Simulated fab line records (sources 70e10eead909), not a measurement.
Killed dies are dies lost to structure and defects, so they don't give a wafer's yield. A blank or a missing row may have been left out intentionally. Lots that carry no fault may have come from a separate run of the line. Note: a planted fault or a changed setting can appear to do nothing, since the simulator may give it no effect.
The tool behind it: which one? | flow nandHarc | 24 lots with 72 wafers sampled at 6 steps, on a route of 1302 steps

WHAT THE GAUGES READ, wafer by wafer
NHARC_A_ZERO_WELL_CD_MEAS_10: the cd target is 2000 nm.
lot  | measured     | on       | cdNm (nm)
L074 | day 6 21:16  | cdSem-03 | 2000.8 1999.6 2000.8
L075 | day 6 22:32  | cdSem-01 | 2003.1 2001.7 2002.0
L077 | day 7 23:34  | cdSem-02 | 2000.4 2002.6 2001.7
L076 | day 8 01:37  | cdSem-02 | 2003.1 2001.2 2003.3
L078 | day 8 13:09  | cdSem-03 | 2001.1 1999.9 2001.8
L079 | day 8 22:05  | cdSem-02 | 2000.4 1999.3 1997.8
L080 | day 9 03:28  | cdSem-01 | 2001.8 1999.2 2000.8
L081 | day 9 21:38  | cdSem-03 | 2001.0 1998.6 1999.7
L082 | day 9 21:59  | cdSem-02 | 2002.0 2003.1 2001.6
L083 | day 10 11:39 | cdSem-01 | 2000.7 2002.0 2001.7
L084 | day 10 23:38 | cdSem-02 | 1998.9 1997.9 1999.2
L085 | day 11 06:44 | cdSem-02 | 1999.5 2002.8 2000.2
L086 | day 11 18:16 | cdSem-02 | 1999.8 1996.9 1998.7
L087 | day 12 04:46 | cdSem-03 | 1999.1 1998.8 2000.7
L088 | day 12 19:08 | cdSem-03 | 2003.4 2001.1 2002.6
L089 | day 13 05:58 | cdSem-03 | 2000.7 1998.8 2001.0
L090 | day 13 19:44 | cdSem-01 | 2002.6 2004.4 2003.3
L091 | day 13 22:11 | cdSem-03 | 2000.9 2002.2 1998.6
L092 | day 14 05:10 | cdSem-01 | 2000.4 1998.9 2000.4
L093 | day 14 16:28 | cdSem-02 | 1999.5 1999.6 1999.9
L094 | day 14 22:19 | cdSem-03 | 2002.5 2000.2 2001.0
L095 | day 15 21:34 | cdSem-02 | 2000.2 2001.9 2001.1
L096 | day 16 01:31 | cdSem-01 | 2002.0 2000.9 2003.3
L097 | day 16 04:51 | cdSem-01 | 1999.8 1997.8 1999.2

EACH LOT AND THE TOOL THAT RAN IT (in order: tool; ch and the chambers of the sampled wafers; start)
lot  | NHARC_P_M1_ETCH_15                           | NHARC_P_M1_STRIP_18               | NHARC_P_M1_PVD_20                      | NHARC_P_M1_PVD_21                      | NHARC_P_BONDPAD_PRE_CLEAN_26
L074 | rieDiel-11 ch 1,2,3, day 6 08:49 or earlier  | rieDiel-11 ch 0,1, day 6 08:49    | pvdSputter-02, day 6 21:16 or earlier  | pvdSputter-02, day 6 21:16 or earlier  | pvdSputter-03, day 6 21:16 or earlier
L075 | rieDiel-11 ch 0,1,2, day 6 10:16 or earlier  | rieDiel-01 ch 1,2,3, day 6 10:16  | pvdSputter-01, day 6 22:32 or earlier  | pvdSputter-01, day 6 22:32 or earlier  | pvdSputter-01, day 6 22:32 or earlier
L077 | rieDiel-11 ch 2,3, day 7 11:12 or earlier    | rieDiel-01 ch 1,3, day 7 11:12    | pvdSputter-02, day 7 23:34 or earlier  | pvdSputter-02, day 7 23:34 or earlier  | pvdSputter-03, day 7 23:34 or earlier
L076 | rieDiel-11 ch 1,2,3, day 7 12:01 or earlier  | rieDiel-01 ch 0,2, day 7 12:01    | pvdSputter-02, day 8 01:37 or earlier  | pvdSputter-02, day 8 01:37 or earlier  | pvdSputter-01, day 8 01:37 or earlier
L078 | rieDiel-11 ch 0,1, day 8 00:53 or earlier    | rieDiel-01 ch 0,3, day 8 00:53    | pvdSputter-03, day 8 13:09 or earlier  | pvdSputter-03, day 8 13:09 or earlier  | pvdSputter-02, day 8 13:09 or earlier
L079 | rieDiel-11 ch 0,1, day 8 09:56 or earlier    | rieDiel-01 ch 1,2, day 8 09:56    | pvdSputter-01, day 8 22:05 or earlier  | pvdSputter-01, day 8 22:05 or earlier  | pvdSputter-01, day 8 22:05 or earlier
L080 | rieDiel-11 ch 0,1,2, day 8 14:58 or earlier  | rieDiel-11 ch 0,1, day 8 14:58    | pvdSputter-01, day 9 03:28 or earlier  | pvdSputter-01, day 9 03:28 or earlier  | pvdSputter-01, day 9 03:28 or earlier
L081 | rieDiel-11 ch 0,2, day 9 09:14 or earlier    | rieDiel-03 ch 2,3, day 9 09:14    | pvdSputter-02, day 9 21:38 or earlier  | pvdSputter-02, day 9 21:38 or earlier  | pvdSputter-02, day 9 21:38 or earlier
L082 | rieDiel-01 ch 0,3, day 9 09:38 or earlier    | rieDiel-11 ch 0,2, day 9 09:38    | pvdSputter-03, day 9 21:59 or earlier  | pvdSputter-03, day 9 21:59 or earlier  | pvdSputter-03, day 9 21:59 or earlier
L083 | rieDiel-01 ch 0,1,2, day 9 22:41 or earlier  | rieDiel-11 ch 0,1,3, day 9 22:41  | pvdSputter-02, day 10 11:39 or earlier | pvdSputter-02, day 10 11:39 or earlier | pvdSputter-03, day 10 11:39 or earlier
L084 | rieDiel-11 ch 0,1,2, day 10 10:01 or earlier | rieDiel-01 ch 1,2,3, day 10 10:01 | pvdSputter-02, day 10 23:38 or earlier | pvdSputter-02, day 10 23:38 or earlier | pvdSputter-03, day 10 23:38 or earlier
L085 | rieDiel-01 ch 1,2,3, day 10 18:36 or earlier | rieDiel-01 ch 0,3, day 10 18:36   | pvdSputter-03, day 11 06:44 or earlier | pvdSputter-03, day 11 06:44 or earlier | pvdSputter-02, day 11 06:44 or earlier
L086 | rieDiel-03 ch 1,2,3, day 11 06:09 or earlier | rieDiel-03 ch 0,1,3, day 11 06:09 | pvdSputter-03, day 11 18:16 or earlier | pvdSputter-03, day 11 18:16 or earlier | pvdSputter-02, day 11 18:16 or earlier
L087 | rieDiel-03 ch 0,3, day 11 16:44 or earlier   | rieDiel-03 ch 0,2,3, day 11 16:44 | pvdSputter-02, day 12 04:46 or earlier | pvdSputter-02, day 12 04:46 or earlier | pvdSputter-02, day 12 04:46 or earlier
L088 | rieDiel-11 ch 0,3, day 12 06:50 or earlier   | rieDiel-01 ch 1,2,3, day 12 06:50 | pvdSputter-03, day 12 19:08 or earlier | pvdSputter-03, day 12 19:08 or earlier | pvdSputter-01, day 12 19:08 or earlier
L089 | rieDiel-01 ch 0,2,3, day 12 17:46 or earlier | rieDiel-01 ch 2,3, day 12 17:46   | pvdSputter-03, day 13 05:58 or earlier | pvdSputter-03, day 13 05:58 or earlier | pvdSputter-03, day 13 05:58 or earlier
L090 | rieDiel-11 ch 1,2, day 13 07:23              | rieDiel-01 ch 0,1,2, day 13 07:38 | pvdSputter-02, day 13 19:44 or earlier | pvdSputter-02, day 13 19:44 or earlier | pvdSputter-02, day 13 19:44 or earlier
L091 | rieDiel-01 ch 0,2,3, day 13 09:47 or earlier | rieDiel-01 ch 0,2,3, day 13 09:47 | pvdSputter-03, day 13 22:11 or earlier | pvdSputter-03, day 13 22:11 or earlier | pvdSputter-01, day 13 22:11 or earlier
L092 | rieDiel-11 ch 0,1,2, day 13 16:50 or earlier | rieDiel-03 ch 2,3, day 13 16:50   | pvdSputter-03, day 14 05:10 or earlier | pvdSputter-03, day 14 05:10 or earlier | pvdSputter-01, day 14 05:10 or earlier
L093 | rieDiel-11 ch 0,2,3, day 14 04:19 or earlier | rieDiel-01 ch 1,2, day 14 04:19   | pvdSputter-03, day 14 16:28 or earlier | pvdSputter-03, day 14 16:28 or earlier | pvdSputter-01, day 14 16:28 or earlier
L094 | rieDiel-11 ch 0,2, day 14 10:05 or earlier   | rieDiel-11 ch 0,3, day 14 10:05   | pvdSputter-03, day 14 22:19 or earlier | pvdSputter-03, day 14 22:19 or earlier | pvdSputter-01, day 14 22:19 or earlier
L095 | rieDiel-11 ch 0,1,2, day 15 08:56 or earlier | rieDiel-01 ch 1,2, day 15 08:56   | pvdSputter-01, day 15 21:34 or earlier | pvdSputter-01, day 15 21:34 or earlier | pvdSputter-03, day 15 21:34 or earlier
L096 | rieDiel-01 ch 0,1,2, day 15 13:15 or earlier | rieDiel-01 ch 0,2,3, day 15 13:15 | pvdSputter-03, day 16 01:31 or earlier | pvdSputter-03, day 16 01:31 or earlier | pvdSputter-01, day 16 01:31 or earlier
L097 | rieDiel-11 ch 1,3, day 15 16:37 or earlier   | rieDiel-01 ch 0,1, day 15 16:37   | pvdSputter-03, day 16 04:51 or earlier | pvdSputter-03, day 16 04:51 or earlier | pvdSputter-02, day 16 04:51 or earlier
- NHARC_P_M1_ETCH_15: etches the open film in C4F8/Ar, target depth 182.5 nm, time 91.2 s.
- NHARC_P_M1_STRIP_18: strips in N2/H2.
- NHARC_P_M1_PVD_20: deposits TaN, target thk 5 nm, time 8.06 s.
- NHARC_P_M1_PVD_21: deposits Cu, target thk 30 nm, time 20.49 s.
- NHARC_P_BONDPAD_PRE_CLEAN_26: time 30 s.

WHAT THE TOOLS THEMSELVES READ (means of the sampled wafers that have a number; where no wafer has one, the mark that the record gives instead)
NHARC_P_M1_ETCH_15.
lot  | tool       | oesProductAu (a.u.) | rfVppV (V)
L074 | rieDiel-11 | 0.965               | 443.5
L075 | rieDiel-11 | 0.968               | 441.2
L077 | rieDiel-11 | 0.965               | 442.0
L076 | rieDiel-11 | 0.963               | 443.2
L078 | rieDiel-11 | 0.957               | 439.0
L079 | rieDiel-11 | 0.920               | 440.8
L080 | rieDiel-11 | 0.973               | 441.2
L081 | rieDiel-11 | 0.933               | 439.2
L082 | rieDiel-01 | 0.962               | 442.3
L083 | rieDiel-01 | 0.968               | 440.2
L084 | rieDiel-11 | 0.922               | 441.2
L085 | rieDiel-01 | 0.976               | 440.9
L086 | rieDiel-03 | 0.920               | 439.2
L087 | rieDiel-03 | 0.927               | 441.1
L088 | rieDiel-11 | 0.977               | 437.7
L089 | rieDiel-01 | 0.984               | 441.0
L090 | rieDiel-11 | 0.946               | 442.6
L091 | rieDiel-01 | 0.968               | 441.9
L092 | rieDiel-11 | 0.963               | 441.4
L093 | rieDiel-11 | 0.926               | 441.5
L094 | rieDiel-11 | 0.964               | 441.7
L095 | rieDiel-11 | 0.966               | 441.0
L096 | rieDiel-01 | 0.985               | 441.1
L097 | rieDiel-11 | 0.928               | 442.0

NHARC_P_M1_STRIP_18.
lot  | tool       | drypumpMotorCurrentA (A) | n2FlowSccm (sccm) | oesProductAu (a.u.) | rfVppV (V) | showerheadPlenumPTorr (Torr) | throttleValvePct (%)
L074 | rieDiel-11 | 5.9                      | 149.9             | 0.995               | 90.4       | 1.97                         | 14.182
L075 | rieDiel-01 | 5.9                      | 150.0             | 0.995               | 91.5       | 2.08                         | 14.174
L077 | rieDiel-01 | 5.8                      | 150.1             | 0.996               | 91.5       | 2.10                         | 14.171
L076 | rieDiel-01 | 5.8                      | 149.9             | 0.996               | 90.3       | 2.04                         | 14.179
L078 | rieDiel-01 | 5.5                      | 149.8             | 0.991               | 90.7       | 2.06                         | 14.170
L079 | rieDiel-01 | 6.1                      | 149.9             | 0.989               | 90.9       | 2.05                         | 14.176
L080 | rieDiel-11 | 5.8                      | 150.4             | 1.006               | 90.5       | 2.04                         | 14.175
L081 | rieDiel-03 | 5.8                      | 149.8             | 0.992               | 90.3       | 2.04                         | 14.167
L082 | rieDiel-11 | 6.1                      | 149.9             | 0.999               | 90.2       | 1.98                         | 14.171
L083 | rieDiel-11 | 5.8                      | 150.3             | 0.999               | 90.0       | 2.03                         | 14.171
L084 | rieDiel-01 | 5.9                      | 150.2             | 1.010               | 90.1       | 2.07                         | 14.168
L085 | rieDiel-01 | 5.5                      | 150.3             | 1.003               | 91.1       | 2.06                         | 14.170
L086 | rieDiel-03 | 5.8                      | 149.5             | 0.997               | 90.4       | 1.99                         | 14.177
L087 | rieDiel-03 | 5.7                      | 149.9             | 1.001               | 89.9       | 2.04                         | 14.162
L088 | rieDiel-01 | 5.9                      | 150.2             | 1.006               | 90.8       | 2.07                         | 14.180
L089 | rieDiel-01 | 5.5                      | 149.9             | 1.005               | 91.2       | 2.09                         | 14.171
L090 | rieDiel-01 | 6.0                      | 149.6             | 1.008               | 90.7       | 2.04                         | 14.178
L091 | rieDiel-01 | 5.6                      | 149.9             | 1.013               | 90.2       | 2.06                         | 14.160
L092 | rieDiel-03 | 5.8                      | 150.0             | 1.005               | 90.0       | 2.03                         | 14.164
L093 | rieDiel-01 | 6.1                      | 149.8             | 1.006               | 90.6       | 2.04                         | 14.170
L094 | rieDiel-11 | 5.9                      | 149.6             | 0.998               | 89.7       | 1.95                         | 14.178
L095 | rieDiel-01 | 6.3                      | 150.0             | 1.001               | 90.0       | 2.05                         | 14.174
L096 | rieDiel-01 | 5.6                      | 149.9             | 1.012               | 90.7       | 2.06                         | 14.174
L097 | rieDiel-01 | 6.2                      | 150.3             | 1.011               | 90.3       | 2.05                         | 14.179

NHARC_P_M1_PVD_20.
lot  | tool          | throttleValvePct (%)
L074 | pvdSputter-02 | 30.3
L075 | pvdSputter-01 | 30.4
L077 | pvdSputter-02 | 28.5
L076 | pvdSputter-02 | 29.7
L078 | pvdSputter-03 | 30.1
L079 | pvdSputter-01 | 30.1
L080 | pvdSputter-01 | 30.4
L081 | pvdSputter-02 | 29.8
L082 | pvdSputter-03 | 30.5
L083 | pvdSputter-02 | 28.6
L084 | pvdSputter-02 | 28.8
L085 | pvdSputter-03 | 30.4
L086 | pvdSputter-03 | 30.9
L087 | pvdSputter-02 | 29.7
L088 | pvdSputter-03 | 30.4
L089 | pvdSputter-03 | 30.6
L090 | pvdSputter-02 | 29.1
L091 | pvdSputter-03 | 30.4
L092 | pvdSputter-03 | 31.4
L093 | pvdSputter-03 | 30.4
L094 | pvdSputter-03 | 30.6
L095 | pvdSputter-01 | 30.0
L096 | pvdSputter-03 | 31.3
L097 | pvdSputter-03 | 30.6

NHARC_P_M1_PVD_21.
lot  | tool          | throttleValvePct (%)
L074 | pvdSputter-02 | 27.7
L075 | pvdSputter-01 | 30.4
L077 | pvdSputter-02 | 29.9
L076 | pvdSputter-02 | 28.4
L078 | pvdSputter-03 | 30.3
L079 | pvdSputter-01 | 30.5
L080 | pvdSputter-01 | 30.6
L081 | pvdSputter-02 | 28.4
L082 | pvdSputter-03 | 30.5
L083 | pvdSputter-02 | 28.6
L084 | pvdSputter-02 | 29.4
L085 | pvdSputter-03 | 30.6
L086 | pvdSputter-03 | 29.7
L087 | pvdSputter-02 | 29.4
L088 | pvdSputter-03 | 30.0
L089 | pvdSputter-03 | 31.4
L090 | pvdSputter-02 | 29.6
L091 | pvdSputter-03 | 30.5
L092 | pvdSputter-03 | 31.4
L093 | pvdSputter-03 | 30.4
L094 | pvdSputter-03 | 30.9
L095 | pvdSputter-01 | 30.2
L096 | pvdSputter-03 | 30.8
L097 | pvdSputter-03 | 30.6

NHARC_P_BONDPAD_PRE_CLEAN_26.
lot  | tool          | heaterPowerW (W)
L074 | pvdSputter-03 | 435
L075 | pvdSputter-01 | 369
L077 | pvdSputter-03 | 426
L076 | pvdSputter-01 | 341
L078 | pvdSputter-02 | 446
L079 | pvdSputter-01 | 377
L080 | pvdSputter-01 | 363
L081 | pvdSputter-02 | 446
L082 | pvdSputter-03 | 438
L083 | pvdSputter-03 | 428
L084 | pvdSputter-03 | 438
L085 | pvdSputter-02 | 426
L086 | pvdSputter-02 | 398
L087 | pvdSputter-02 | 389
L088 | pvdSputter-01 | 363
L089 | pvdSputter-03 | 448
L090 | pvdSputter-02 | 439
L091 | pvdSputter-01 | 366
L092 | pvdSputter-01 | 392
L093 | pvdSputter-01 | 335
L094 | pvdSputter-01 | 383
L095 | pvdSputter-03 | 451
L096 | pvdSputter-01 | 400
L097 | pvdSputter-02 | 415

THE ANSWER, worked out from the rows above alone
Rule: the usual values come from the lots themselves. The widest of any qualifying gaps counts: lots, ordered by their means at a reading, are off when they make up no more than a third of the lots, leave a main group of 4 or more, and stand apart from it by 3 or more times the standard deviation of that group's means. A main group is skipped when, at the precision printed for the reading in the tables above, its means are all equal. Also off: a lot with no number at a reading for which 4 or more lots have one. All remaining lots with rows at the step are treated as sound. The gauges are gone through in route order, then the tools' own readings, and for those a lot's mean is taken as printed above. At the first step where some lot is off, the reading lying furthest off is the one used; lots without a number count as furthest.
No lot is off on any of the readings shown, so nothing can be concluded from this.

WHAT WAS PUT IN BY THE SIMULATOR
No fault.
